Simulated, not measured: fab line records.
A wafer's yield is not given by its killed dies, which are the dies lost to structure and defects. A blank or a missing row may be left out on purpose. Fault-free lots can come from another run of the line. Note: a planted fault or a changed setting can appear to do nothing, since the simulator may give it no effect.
Chamber matching	flow nand_harc	NHARC_P_BONDPAD_STRIP_15 on rie_diel-04 has 4 sister chambers
The step strips in O2. 4 wafers are shown with their chamber, then 7 later ones without.

## EACH WAFER AND ITS CHAMBER
wafer	chamber	drypump_motor_current_A (A)
L083.1	1	5.8
L087.1	2	5.4
L088.1	3	5.5
L088.3	0	4.9

## WAFERS MISSING THEIR CHAMBER
wafer	drypump_motor_current_A (A)
L088.4	5.4
L089.1	5.4
L089.5	5.5
L089.6	4.9
L092.1	5.9
L092.3	5.5
L092.5	5.5

## CHAMBER TAKEN BY EACH
wafer	from the rows above	in truth
L088.4	2	2
L089.1	2	2
L089.5	3	3
L089.6	0	0
L092.1	1	1
L092.3	3	3
L092.5	3	3
Correctly placed: 7 of 7. From these rows, 0 cannot be placed. 0 placed wrongly.
How it was worked out, from the rows above alone: a wafer's distance from a chamber is the root of the sum, over the readings, of the square of ((its reading less the chamber's mean) divided by the reading's scatter). If the next closest chamber is less than 2 further off than the closest, the wafer can't be placed; otherwise it belongs to the closest. Each chamber's mean is taken over the wafers shown for it. The scatter: with one shown wafer a chamber, the root of the mean of the squares of how far each hidden wafer lies from its nearest shown one.
